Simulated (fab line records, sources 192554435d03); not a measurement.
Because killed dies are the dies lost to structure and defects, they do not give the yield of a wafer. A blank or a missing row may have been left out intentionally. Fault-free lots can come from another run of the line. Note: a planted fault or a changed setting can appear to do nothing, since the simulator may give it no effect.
fab line records	flow n5Finfet
record lots=12	wafers=36	lastDay=19
route steps=1938 shown ZERO_LAYER@16 WELL_APT@33 PASSIVATION@1936
lots that met no fault: taken from a fault-free run of the same line
startH: the number of hours between the record's first day and the start of the first shown wafer of the lot	waitH: hours from the lot's prior step to this one	" as in the row above	L1.1+2: several wafers, shown together as one row	- either no value or no given start	* or withheld: withheld	< > ~ a bound
route shown NAME@n: names a module that has steps shown in the file, with the first one's number in the route	usual: mean/standard deviation taken from wafers without a fault	same: alike in all rows	chamber/n: place in a boat	sites: the reading at each site	_std_site: the values' standard deviation	_edge_site: mean of outer sites minus mean of inner sites	radiusMm: how far each site lies from the wafer's centre	mask NAME#n: copy n	behind: the last tool/chamber to shape the wafer	hold: reason for holding the lot/hours on hold/outcome of the hold	device: names the non-switching transistor (n, p or np)	end of line: the route-end tests of the same wafers	step lacking rows: just its recipe	killed: dies that structure and defects cost at the first sort, which is not the same as the wafer's yield	map: shows each die of a wafer: x if killed, . if not, _ if none is there
set.NAME: the setting the step ran with; set.NAME@STEP: the setting that earlier step ran with	model.NAME: the simulator's own value behind a step, which no gauge read
steps of the route over a sample of lots; a table a step, a row a wafer
services: a tool's chamber out of use, with start hour (startH, from the record's first day; less than 0 if before it), hours out, and reason
## steps
# step N5_ZERO_LAYER_ETCH_18
# recipe chemistry=HBr/Cl2	target=Si	targetDepthA=1200	timeS=40	pressureMtorr=10	icpW=800	biasW=75	HBr_flow_sccm=150	Cl2_flow_sccm=80
# usual drypumpMotorCurrentA=5.9/0.53	heBacksideLeakSccm=2.71/0.27	oesProductAu=0.991/0.011	throttleValvePct=36.3/0.33
# same timeS=40
lot.wafer	tool	chamber	startH	waitH	drypumpMotorCurrentA	heBacksideLeakSccm	oesProductAu	rfHoursCounterH	throttleValvePct
L431.2	rieSi-02	0	19.61	0.0	5.7	2.57	0.981	0	36.4
L431.3	"	1	"	"	6.3	2.70	0.974	47	36.8
L431.5	"	1	"	"	6.3	2.59	0.979	-	36.8
L432.1	rieSi-04	2	24.91	0.0	5.8	3.02	1.003	113	36.2
L432.4	"	1	"	"	5.4	2.71	0.993	17	36.8
L432.5	"	0	"	"	4.8	2.50	0.986	-	36.1
L434.1	rieSi-06	0	36.81	0.0	6.5	2.92	0.982	88	36.5
L434.2	"	1	"	"	6.4	2.72	0.980	63	36.4
L434.3	"	2	"	"	6.3	2.53	1.001	7	35.9
L437.2	rieSi-04	1	54.99	0.0	5.5	2.64	0.984	17	36.8
L437.3	"	2	"	"	5.8	2.82	0.997	114	36.2
L437.5	"	0	"	"	4.8	2.63	0.983	-	36.1
L438.4	rieSi-02	2	60.93	0.1	5.6	2.82	1.011	97	36.2
L438.5	"	3	"	"	6.7	2.37	1.006	-	36.0
L438.6	"	0	"	"	5.7	2.87	0.988	-	36.3
L439.2	rieSi-06	2	66.79	0.0	6.4	2.18	0.993	8	35.9
L439.3	"	0	"	"	6.5	2.78	0.986	88	36.5
L439.5	"	2	"	"	6.4	2.31	0.995	-	36.0
L440.1	rieSi-04	0	72.81	0.0	4.8	2.48	0.992	87	36.1
L440.4	"	3	"	"	6.0	2.75	0.982	176	36.8
L440.6	"	3	"	"	6.0	3.02	0.986	-	36.8
L442.2	rieSi-02	1	84.94	0.0	6.3	2.60	0.979	48	36.8
L442.3	"	3	"	"	6.7	2.53	1.010	98	36.0
L442.4	"	2	"	"	5.6	2.68	1.006	98	36.2
L443.1	rieSi-04	3	90.82	0.0	6.0	2.98	0.991	176	36.7
L443.2	"	0	"	"	4.8	2.66	0.990	87	36.1
L443.6	"	0	"	"	4.8	2.65	0.983	-	36.1
L444.2	rieSi-02	1	96.82	0.0	6.3	2.53	0.982	48	36.8
L444.5	"	1	"	"	6.2	2.60	0.984	-	36.8
L444.6	"	0	"	"	5.7	2.63	0.985	-	36.3
L445.2	rieSi-06	2	102.97	0.0	6.4	2.33	0.998	9	35.9
L445.4	"	1	"	"	6.4	2.81	0.984	64	36.4
L445.5	"	0	"	"	6.5	2.83	0.993	-	36.5
L453.1	rieSi-04	3	150.97	0.1	6.0	3.25	0.982	177	36.7
L453.5	"	3	"	"	6.0	3.13	0.986	-	36.8
L453.6	"	0	"	"	4.8	2.49	0.985	-	36.1
# step N5_ZERO_LAYER_INSPECT_20
# recipe inspectInstrument=darkfield	mode=postClean
# usual rawDefectCount=34/16
lot.wafer	tool	chamber	startH	waitH	rawDefectCount
L431.2	defectInspect-01	-	20.08	0.0	9
L431.3	"	-	"	"	30
L431.5	"	-	"	"	20
L432.1	defectInspect-01	-	25.38	0.0	77
L432.4	"	-	"	"	36
L432.5	"	-	"	"	38
L434.1	defectInspect-01	-	37.28	0.0	43
L434.2	"	-	"	"	17
L434.3	"	-	"	"	11
L437.2	defectInspect-02	-	55.46	0.0	27
L437.3	"	-	"	"	27
L437.5	"	-	"	"	16
L438.4	defectInspect-01	-	61.40	0.0	34
L438.5	"	-	"	"	17
L438.6	"	-	"	"	27
L439.2	defectInspect-02	-	67.25	0.0	16
L439.3	"	-	"	"	81
L439.5	"	-	"	"	42
L440.1	defectInspect-02	-	73.28	0.0	28
L440.4	"	-	"	"	25
L440.6	"	-	"	"	79
L442.2	defectInspect-02	-	85.40	0.0	20
L442.3	"	-	"	"	25
L442.4	"	-	"	"	45
L443.1	defectInspect-02	-	91.29	0.0	31
L443.2	"	-	"	"	22
L443.6	"	-	"	"	46
L444.2	defectInspect-02	-	97.28	0.0	26
L444.5	"	-	"	"	16
L444.6	"	-	"	"	19
L445.2	defectInspect-02	-	103.44	0.0	26
L445.4	"	-	"	"	34
L445.5	"	-	"	"	47
L453.1	defectInspect-01	-	151.44	0.0	23
L453.5	"	-	"	"	32
L453.6	"	-	"	"	33
# step N5_WELL_APT_IMPLANT_15
# recipe species=As	energyKev=25	doseCm2=1.5e+13	tiltDeg=0	rotationDeg=0
# usual doseIonsCm2=1.5005e+13/1.7e+10	faradayCurrentUA=190/3.8
lot.wafer	tool	chamber	startH	waitH	doseIonsCm2	faradayCurrentUA
L431.2	implanter-02	0	20.90	0.1	1.5013e+13	185
L431.3	"	0	"	"	1.5027e+13	192
L431.5	"	0	"	"	1.5025e+13	187
L432.1	implanter-01	0	26.17	0.1	1.5014e+13	185
L432.4	"	0	"	"	1.4983e+13	188
L432.5	"	0	"	"	1.4994e+13	185
L434.1	implanter-02	0	39.59	0.1	1.503e+13	193
L434.2	"	0	"	"	1.5031e+13	190
L434.3	"	0	"	"	1.5049e+13	186
L437.2	implanter-01	0	56.16	0.1	1.503e+13	195
L437.3	"	0	"	"	1.5027e+13	192
L437.5	"	0	"	"	1.5014e+13	194
L438.4	implanter-02	0	62.48	0.1	1.5002e+13	188
L438.5	"	0	"	"	1.5029e+13	189
L438.6	"	0	"	"	1.5015e+13	183
L439.2	implanter-02	0	68.17	0.1	1.5016e+13	190
L439.3	"	0	"	"	1.5017e+13	193
L439.5	"	0	"	"	1.5011e+13	193
L440.1	implanter-02	0	74.01	0.1	1.5025e+13	197
L440.4	"	0	"	"	1.5002e+13	195
L440.6	"	0	"	"	1.4987e+13	194
L442.2	implanter-02	0	86.10	0.1	1.4997e+13	192
L442.3	"	0	"	"	1.4987e+13	194
L442.4	"	0	"	"	1.4978e+13	191
L443.1	implanter-02	0	92.09	0.1	1.2742e+13	162
L443.2	"	0	"	"	1.2728e+13	161
L443.6	"	0	"	"	1.2764e+13	160
L444.2	implanter-02	0	98.14	0.1	1.2751e+13	154
L444.5	"	0	"	"	1.2722e+13	161
L444.6	"	0	"	"	1.2733e+13	160
L445.2	implanter-01	0	104.14	0.1	1.501e+13	195
L445.4	"	0	"	"	1.4999e+13	189
L445.5	"	0	"	"	1.4998e+13	192
L453.1	implanter-01	0	152.24	0.1	1.4996e+13	187
L453.5	"	0	"	"	1.5011e+13	194
L453.6	"	0	"	"	1.5e+13	187
# step N5_WELL_APT_RTA_34
# recipe tempC=1000	timeS=10	ambient=N2	idleTempC=600	rampUpCPerS=150	rampDownCPerS=60	coolToC=600
# usual lampPowerPct=13.00/0.06	lamp_zone_3_pct=12.99/0.031	lamp_zone_4_pct=12.99/0.032	lamp_zone_6_pct=12.926/0.029	wafer_temp_C_max=1003.5/1.1
# same timeS=10
lot.wafer	tool	chamber	startH	waitH	lampPowerPct	lamp_zone_3_pct	lamp_zone_4_pct	lamp_zone_6_pct	wafer_temp_C_max
L431.2	rtpAnneal-01	0	22.50	0.0	13.12	12.96	12.97	12.899	1002.4
L431.3	"	0	"	"	12.96	13.00	13.03	12.971	1003.0
L431.5	"	0	"	"	12.95	12.99	12.97	12.950	1002.7
L432.1	rtpAnneal-01	0	27.90	0.0	12.94	12.96	13.01	12.927	1003.7
L432.4	"	0	"	"	13.06	13.04	13.00	12.924	1005.1
L432.5	"	0	"	"	13.05	12.95	12.96	12.932	1001.4
L434.1	rtpAnneal-02	0	42.30	0.1	13.06	13.00	12.97	12.879	1001.7
L434.2	"	0	"	"	12.85	13.02	13.04	12.918	1004.8
L434.3	"	0	"	"	12.96	13.05	13.00	12.904	1005.3
L437.2	rtpAnneal-01	0	57.75	0.0	13.07	12.98	12.99	12.901	1002.5
L437.3	"	0	"	"	13.05	12.95	13.03	12.976	1004.8
L437.5	"	0	"	"	13.11	12.97	12.97	12.922	1004.9
L438.4	rtpAnneal-01	0	64.19	0.2	13.13	12.98	12.96	12.898	1002.9
L438.5	"	0	"	"	13.00	12.97	12.99	12.917	1003.0
L438.6	"	0	"	"	13.03	12.97	13.00	12.936	1004.5
L439.2	rtpAnneal-01	0	70.23	0.4	13.02	12.98	12.98	12.897	1004.2
L439.3	"	0	"	"	13.00	13.03	13.02	12.955	1003.6
L439.5	"	0	"	"	12.95	12.98	12.98	12.884	1002.8
L440.1	rtpAnneal-02	0	75.87	0.0	13.02	12.99	12.98	12.951	1003.9
L440.4	"	0	"	"	12.93	12.99	12.95	12.923	1003.2
L440.6	"	0	"	"	12.94	12.99	12.98	12.885	1003.6
L442.2	rtpAnneal-02	0	87.84	0.2	13.01	13.04	13.02	12.912	1003.4
L442.3	"	0	"	"	13.00	12.96	13.01	12.930	1003.1
L442.4	"	0	"	"	12.97	12.97	12.98	12.932	1003.6
L443.1	rtpAnneal-01	0	93.83	0.0	12.92	13.00	12.97	12.905	1002.2
L443.2	"	0	"	"	13.06	13.02	12.93	12.947	1004.1
L443.6	"	0	"	"	12.92	12.97	13.01	12.934	1003.4
L444.2	rtpAnneal-02	0	99.75	0.0	12.91	13.02	12.96	12.924	1006.5
L444.5	"	0	"	"	12.98	12.98	13.02	12.905	1003.6
L444.6	"	0	"	"	13.01	13.00	12.99	12.953	1003.7
L445.2	rtpAnneal-02	0	105.73	0.0	12.96	13.02	12.98	12.911	1003.5
L445.4	"	0	"	"	12.94	12.98	12.99	12.975	1001.5
L445.5	"	0	"	"	13.00	12.95	13.02	12.859	1005.2
L453.1	rtpAnneal-02	0	153.98	0.0	13.07	12.97	12.99	12.895	1002.7
L453.5	"	0	"	"	13.02	12.98	13.04	12.893	1003.9
L453.6	"	0	"	"	13.02	13.00	12.98	12.971	1001.6
# step N5_PASSIVATION_PROBE_49
# usual killed_at_M0_to_M3=36/11	killed_at_M4_up=14/5.2	killedAtContacts=12/6.1	killedAtFrontEnd=40/12	killedAtOther=3.2/2.5	killedDies=105/16	killedOpen=68/12	killedShort=35/8.7
# same grossDies=1180	killedAtBackSide=0
lot.wafer	tool	chamber	startH	waitH	killed_at_M0_to_M3	killed_at_M4_up	killedAtContacts	killedAtFrontEnd	killedAtOther	killedDies	killedOpen	killedShort
L438.4	prober-02	-	338.34	0.2	30	6	38	27	6	107	68	38
L438.5	prober-02	-	338.39	0.2	28	12	12	33	2	87	57	26
L438.6	prober-02	-	338.44	0.3	44	18	9	28	8	107	47	59
L444.2	prober-01	-	384.45	0.1	20	11	13	42	0	86	64	21
L444.5	prober-01	-	384.60	0.2	30	16	5	55	3	109	67	42
L444.6	prober-01	-	384.65	0.3	30	18	27	58	0	133	83	49
L443.1	prober-01	-	388.14	0.0	42	10	5	49	7	113	62	46
L443.2	prober-01	-	388.19	0.1	58	13	12	57	3	143	95	47
L443.6	prober-01	-	388.39	0.3	61	12	8	41	4	126	82	39
# killed by level:class
L438.4 MOL_CONTACT_COAG:geometricParticle:open=30 MOL_CONTACT_COAG:geometricParticle:short=8 BEOL_M0_SAQP:geometricParticle:short=7 FIN_SAQP:geometricParticle:open=6 BEOL_M0_SAQP:geometricParticle:open=6 FIN_SAQP:geometricParticle:short=5 BEOL_M3:geometricParticle:open=5 STI_FIN_REVEAL:geometricParticle:open=4
L438.5 MOL_CONTACT_COAG:geometricParticle:open=11 BEOL_M0_SAQP:geometricParticle:open=8 FIN_SAQP:geometricParticle:open=6 FIN_SAQP:geometricParticle:short=6 BEOL_M0_SAQP:geometricParticle:short=6 GATE_CUT:geometricParticle:open=5 BEOL_M3:geometricParticle:open=5 STARTING-WAFER:geometricParticle:open=4
L438.6 BEOL_M0_SAQP:geometricParticle:short=26 FIN_SAQP:geometricParticle:short=12 BEOL_M0_SAQP:geometricParticle:open=11 MOL_CONTACT_COAG:geometricParticle:open=7 FIN_SAQP:geometricParticle:open=4 BEOL_M4:geometricParticle:open=4 GATE_CUT:geometricParticle:short=3 BEOL_M5:geometricParticle:open=3
L444.2 FIN_SAQP:geometricParticle:open=22 FIN_SAQP:geometricParticle:short=10 MOL_CONTACT_COAG:geometricParticle:open=10 BEOL_M4:geometricParticle:open=6 STARTING-WAFER:geometricParticle:open=5 BEOL_M1:geometricParticle:open=5 BEOL_M0_SAQP:geometricParticle:open=4 BEOL_M2:geometricParticle:open=4
L444.5 FIN_SAQP:geometricParticle:short=14 FIN_SAQP:geometricParticle:open=10 STI_FIN_REVEAL:geometricParticle:open=9 BEOL_M4:geometricParticle:open=8 BEOL_M0_SAQP:geometricParticle:open=7 BEOL_M0_SAQP:geometricParticle:short=5 BEOL_M2:geometricParticle:open=5 BEOL_M3:geometricParticle:open=5
L444.6 FIN_SAQP:geometricParticle:short=21 MOL_CONTACT_COAG:geometricParticle:open=21 FIN_SAQP:geometricParticle:open=16 BEOL_M3:geometricParticle:open=8 STI_FIN_REVEAL:geometricParticle:open=7 MOL_CONTACT_COAG:geometricParticle:short=6 BEOL_M0_SAQP:geometricParticle:short=6 BEOL_M1:geometricParticle:open=5
L443.1 FIN_SAQP:geometricParticle:short=10 FIN_SAQP:geometricParticle:open=9 BEOL_M2:geometricParticle:open=9 STI_FIN_REVEAL:geometricParticle:open=8 BEOL_M3:geometricParticle:short=7 BEOL_M2:geometricParticle:short=6 BEOL_M3:geometricParticle:open=6 BEOL_M0_SAQP:geometricParticle:short=5
L443.2 BEOL_M3:geometricParticle:open=14 FIN_SAQP:geometricParticle:short=13 BEOL_M2:geometricParticle:open=12 DUMMY_GATE:geometricParticle:open=10 FIN_SAQP:geometricParticle:open=8 STI_FIN_REVEAL:geometricParticle:open=8 MOL_CONTACT_COAG:geometricParticle:open=8 BEOL_M0_SAQP:geometricParticle:short=8
L443.6 BEOL_M3:geometricParticle:open=14 BEOL_M2:geometricParticle:open=12 FIN_SAQP:geometricParticle:short=10 BEOL_M1:geometricParticle:open=10 DUMMY_GATE:geometricParticle:open=8 BEOL_M0_SAQP:geometricParticle:short=7 BEOL_M4:geometricParticle:open=7 MOL_CONTACT_COAG:geometricParticle:open=6
## services
tool	chamber	startH	hours	kind
rieSi-06	0	-0.36	12.8	repair
rieSi-02	-	22.86	15.6	pm
implanter-02	-	24.15	4.1	pm
rieSi-04	1	36.53	6.8	repair
rieSi-02	0	42.45	17.5	repair
implanter-02	-	55.86	3.1	pm
rieSi-06	-	60.23	0.9	repair
rieSi-02	3	62.56	3.8	repair
rieSi-04	1	87.74	6.0	repair
implanter-02	-	107.23	4.5	pm
rieSi-06	3	117.93	1.1	repair
## key
firstSign step=N5_WELL_APT_IMPLANT_15	reading=doseIonsCm2	direction=down	sigmas=99+	usual=1.5005e+13	struck=1.274e+13
effect step=N5_WELL_APT_IMPLANT_15	reading=faradayCurrentUA	direction=down	sigmas=8	usual=190	struck=160
metAt N5_WELL_APT_IMPLANT_15
struckLots L443,L444
testerLeftOut L443,L444
notActingAt N5_ZERO_LAYER_ETCH_18,N5_ZERO_LAYER_INSPECT_20,N5_WELL_APT_RTA_34
onsetBetween 86.10 92.09
fault kind=processParameterDrift	tool=implanter-02	chamber=-	onsetH=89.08	steps=N5_WELL_APT_IMPLANT_15	channel=doseCm2	offset=-2.2522e+12	shape=step	endH=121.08	actsIn=theseRecipesOnly	stated=1.5e+13
# testerLeftOut: of these lots the tester's yield and bins aren't shown, on N5 and GAA mostly nor the transistor test; their killed dies are dies lost to structure and defects alone, not to doping, threshold or leakage, so they don't give the yield
